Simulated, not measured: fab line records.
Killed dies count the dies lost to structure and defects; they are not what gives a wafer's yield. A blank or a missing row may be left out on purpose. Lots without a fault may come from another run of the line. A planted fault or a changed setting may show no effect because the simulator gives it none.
Split-lot trial || flow n5 finfet || 39 wafers read across 7 lots, on a route 1938 steps long

## ABOUT THE SPLIT
At N5_DUMMY_GATE_CVD_03 (deposits a-Si from SiH4, target thk 150 nm, time 8042 s), the setting target thk a was moved away from the recipe's 1500 angstrom on 24 of the 39 wafers read, by -12.7% to +14.1%. This setting was run at the recipe's value on the other wafers.

Reading taken at the split's own step.

## THE READING
a-Si_of_DUMMY_GATE_CVD_03.thk nm (the simulator's own value, which no gauge read), in nm, at N5_DUMMY_GATE_CVD_03 (deposits a-Si from SiH4, target thk 150 nm, time 8042 s). No usual value for it is given in the file. Here, 15 wafers ran the recipe; their average is 149.5 nm with a standard deviation of 0.84 nm.

{"wafer": "L074.1", "tool, chamber at the split": "-, -", "target thk a as run, angstrom": 1310, "against the recipe": "-12.7%", "a-Si_of_DUMMY_GATE_CVD_03.thk nm, nm": 132.8, "against lot-mates on the recipe": "no lot-mate on the recipe"}
{"wafer": "L074.2", "tool, chamber at the split": "-, -", "target thk a as run, angstrom": 1310, "against the recipe": "-12.7%", "a-Si_of_DUMMY_GATE_CVD_03.thk nm, nm": 132, "against lot-mates on the recipe": "no lot-mate on the recipe"}
{"wafer": "L074.3", "tool, chamber at the split": "-, -", "target thk a as run, angstrom": 1310, "against the recipe": "-12.7%", "a-Si_of_DUMMY_GATE_CVD_03.thk nm, nm": 133.2, "against lot-mates on the recipe": "no lot-mate on the recipe"}
{"wafer": "L074.4", "tool, chamber at the split": "-, -", "target thk a as run, angstrom": 1310, "against the recipe": "-12.7%", "a-Si_of_DUMMY_GATE_CVD_03.thk nm, nm": 131.6, "against lot-mates on the recipe": "no lot-mate on the recipe"}
{"wafer": "L074.5", "tool, chamber at the split": "-, -", "target thk a as run, angstrom": 1310, "against the recipe": "-12.7%", "a-Si_of_DUMMY_GATE_CVD_03.thk nm, nm": 133, "against lot-mates on the recipe": "no lot-mate on the recipe"}
{"wafer": "L074.6", "tool, chamber at the split": "-, -", "target thk a as run, angstrom": 1310, "against the recipe": "-12.7%", "a-Si_of_DUMMY_GATE_CVD_03.thk nm, nm": 132.6, "against lot-mates on the recipe": "no lot-mate on the recipe"}
{"wafer": "L075.1", "tool, chamber at the split": "-, -", "target thk a as run, angstrom": 1631, "against the recipe": "+8.7%", "a-Si_of_DUMMY_GATE_CVD_03.thk nm, nm": 162.2, "against lot-mates on the recipe": "no lot-mate on the recipe"}
{"wafer": "L075.5", "tool, chamber at the split": "-, -", "target thk a as run, angstrom": 1631, "against the recipe": "+8.7%", "a-Si_of_DUMMY_GATE_CVD_03.thk nm, nm": 162.2, "against lot-mates on the recipe": "no lot-mate on the recipe"}
{"wafer": "L075.2", "tool, chamber at the split": "-, -", "target thk a as run, angstrom": 1631, "against the recipe": "+8.7%", "a-Si_of_DUMMY_GATE_CVD_03.thk nm, nm": 161.4, "against lot-mates on the recipe": "no lot-mate on the recipe"}
{"wafer": "L075.3", "tool, chamber at the split": "-, -", "target thk a as run, angstrom": 1631, "against the recipe": "+8.7%", "a-Si_of_DUMMY_GATE_CVD_03.thk nm, nm": 162.4, "against lot-mates on the recipe": "no lot-mate on the recipe"}
{"wafer": "L075.6", "tool, chamber at the split": "-, -", "target thk a as run, angstrom": 1631, "against the recipe": "+8.7%", "a-Si_of_DUMMY_GATE_CVD_03.thk nm, nm": 162.4, "against lot-mates on the recipe": "no lot-mate on the recipe"}
{"wafer": "L075.4", "tool, chamber at the split": "-, -", "target thk a as run, angstrom": 1631, "against the recipe": "+8.7%", "a-Si_of_DUMMY_GATE_CVD_03.thk nm, nm": 163.8, "against lot-mates on the recipe": "no lot-mate on the recipe"}
{"wafer": "L078.1", "tool, chamber at the split": "-, -", "target thk a as run, angstrom": 1712, "against the recipe": "+14.1%", "a-Si_of_DUMMY_GATE_CVD_03.thk nm, nm": 169.4, "against lot-mates on the recipe": "no lot-mate on the recipe"}
{"wafer": "L078.2", "tool, chamber at the split": "-, -", "target thk a as run, angstrom": 1712, "against the recipe": "+14.1%", "a-Si_of_DUMMY_GATE_CVD_03.thk nm, nm": 171, "against lot-mates on the recipe": "no lot-mate on the recipe"}
{"wafer": "L078.3", "tool, chamber at the split": "-, -", "target thk a as run, angstrom": 1712, "against the recipe": "+14.1%", "a-Si_of_DUMMY_GATE_CVD_03.thk nm, nm": 170.2, "against lot-mates on the recipe": "no lot-mate on the recipe"}
{"wafer": "L078.4", "tool, chamber at the split": "-, -", "target thk a as run, angstrom": 1712, "against the recipe": "+14.1%", "a-Si_of_DUMMY_GATE_CVD_03.thk nm, nm": 169.6, "against lot-mates on the recipe": "no lot-mate on the recipe"}
{"wafer": "L078.5", "tool, chamber at the split": "-, -", "target thk a as run, angstrom": 1712, "against the recipe": "+14.1%", "a-Si_of_DUMMY_GATE_CVD_03.thk nm, nm": 170, "against lot-mates on the recipe": "no lot-mate on the recipe"}
{"wafer": "L078.6", "tool, chamber at the split": "-, -", "target thk a as run, angstrom": 1712, "against the recipe": "+14.1%", "a-Si_of_DUMMY_GATE_CVD_03.thk nm, nm": 170, "against lot-mates on the recipe": "no lot-mate on the recipe"}
{"wafer": "L079.1", "tool, chamber at the split": "lpcvd-02, 1/90", "target thk a as run, angstrom": 1500, "against the recipe": "recipe", "a-Si_of_DUMMY_GATE_CVD_03.thk nm, nm": 147.8, "against lot-mates on the recipe": "-"}
{"wafer": "L079.2", "tool, chamber at the split": "lpcvd-02, 1/95", "target thk a as run, angstrom": 1500, "against the recipe": "recipe", "a-Si_of_DUMMY_GATE_CVD_03.thk nm, nm": 148.8, "against lot-mates on the recipe": "-"}
{"wafer": "L079.5", "tool, chamber at the split": "lpcvd-02, 1/109", "target thk a as run, angstrom": 1500, "against the recipe": "recipe", "a-Si_of_DUMMY_GATE_CVD_03.thk nm, nm": 148, "against lot-mates on the recipe": "-"}
{"wafer": "L083.1", "tool, chamber at the split": "-, -", "target thk a as run, angstrom": 1500, "against the recipe": "recipe", "a-Si_of_DUMMY_GATE_CVD_03.thk nm, nm": 149.4, "against lot-mates on the recipe": "-"}
{"wafer": "L083.2", "tool, chamber at the split": "-, -", "target thk a as run, angstrom": 1500, "against the recipe": "recipe", "a-Si_of_DUMMY_GATE_CVD_03.thk nm, nm": 150.2, "against lot-mates on the recipe": "-"}
{"wafer": "L083.3", "tool, chamber at the split": "-, -", "target thk a as run, angstrom": 1500, "against the recipe": "recipe", "a-Si_of_DUMMY_GATE_CVD_03.thk nm, nm": 148.4, "against lot-mates on the recipe": "-"}
{"wafer": "L083.4", "tool, chamber at the split": "-, -", "target thk a as run, angstrom": 1500, "against the recipe": "recipe", "a-Si_of_DUMMY_GATE_CVD_03.thk nm, nm": 150, "against lot-mates on the recipe": "-"}
{"wafer": "L083.5", "tool, chamber at the split": "-, -", "target thk a as run, angstrom": 1500, "against the recipe": "recipe", "a-Si_of_DUMMY_GATE_CVD_03.thk nm, nm": 150.4, "against lot-mates on the recipe": "-"}
{"wafer": "L083.6", "tool, chamber at the split": "-, -", "target thk a as run, angstrom": 1500, "against the recipe": "recipe", "a-Si_of_DUMMY_GATE_CVD_03.thk nm, nm": 149.6, "against lot-mates on the recipe": "-"}
{"wafer": "L084.1", "tool, chamber at the split": "-, -", "target thk a as run, angstrom": 1329, "against the recipe": "-11.4%", "a-Si_of_DUMMY_GATE_CVD_03.thk nm, nm": 135.8, "against lot-mates on the recipe": "no lot-mate on the recipe"}
{"wafer": "L084.2", "tool, chamber at the split": "-, -", "target thk a as run, angstrom": 1329, "against the recipe": "-11.4%", "a-Si_of_DUMMY_GATE_CVD_03.thk nm, nm": 135.8, "against lot-mates on the recipe": "no lot-mate on the recipe"}
{"wafer": "L084.6", "tool, chamber at the split": "-, -", "target thk a as run, angstrom": 1329, "against the recipe": "-11.4%", "a-Si_of_DUMMY_GATE_CVD_03.thk nm, nm": 135.8, "against lot-mates on the recipe": "no lot-mate on the recipe"}
{"wafer": "L084.3", "tool, chamber at the split": "-, -", "target thk a as run, angstrom": 1329, "against the recipe": "-11.4%", "a-Si_of_DUMMY_GATE_CVD_03.thk nm, nm": 134.8, "against lot-mates on the recipe": "no lot-mate on the recipe"}
{"wafer": "L084.4", "tool, chamber at the split": "-, -", "target thk a as run, angstrom": 1329, "against the recipe": "-11.4%", "a-Si_of_DUMMY_GATE_CVD_03.thk nm, nm": 134, "against lot-mates on the recipe": "no lot-mate on the recipe"}
{"wafer": "L084.5", "tool, chamber at the split": "-, -", "target thk a as run, angstrom": 1329, "against the recipe": "-11.4%", "a-Si_of_DUMMY_GATE_CVD_03.thk nm, nm": 135.6, "against lot-mates on the recipe": "no lot-mate on the recipe"}
{"wafer": "L086.1", "tool, chamber at the split": "-, -", "target thk a as run, angstrom": 1500, "against the recipe": "recipe", "a-Si_of_DUMMY_GATE_CVD_03.thk nm, nm": 149.4, "against lot-mates on the recipe": "-"}
{"wafer": "L086.2", "tool, chamber at the split": "-, -", "target thk a as run, angstrom": 1500, "against the recipe": "recipe", "a-Si_of_DUMMY_GATE_CVD_03.thk nm, nm": 150.2, "against lot-mates on the recipe": "-"}
{"wafer": "L086.3", "tool, chamber at the split": "-, -", "target thk a as run, angstrom": 1500, "against the recipe": "recipe", "a-Si_of_DUMMY_GATE_CVD_03.thk nm, nm": 149.2, "against lot-mates on the recipe": "-"}
{"wafer": "L086.4", "tool, chamber at the split": "-, -", "target thk a as run, angstrom": 1500, "against the recipe": "recipe", "a-Si_of_DUMMY_GATE_CVD_03.thk nm, nm": 150.6, "against lot-mates on the recipe": "-"}
{"wafer": "L086.5", "tool, chamber at the split": "-, -", "target thk a as run, angstrom": 1500, "against the recipe": "recipe", "a-Si_of_DUMMY_GATE_CVD_03.thk nm, nm": 149.8, "against lot-mates on the recipe": "-"}
{"wafer": "L086.6", "tool, chamber at the split": "-, -", "target thk a as run, angstrom": 1500, "against the recipe": "recipe", "a-Si_of_DUMMY_GATE_CVD_03.thk nm, nm": 150, "against lot-mates on the recipe": "-"}

THE FIT
A straight line over all 39 wafers: a-Si_of_DUMMY_GATE_CVD_03.thk nm changes by +1.38 nm for each +1% of target thk a; r = +1.00; the points scatter about the line by 0.94 nm.
Too few moved wafers with a lot-mate on the recipe to fit a line net of each lot's own level.

## FILE'S OWN FIT
a-Si_of_DUMMY_GATE_CVD_03.thk nm changes by +1.38 nm for each +1% of target thk a, r = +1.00.
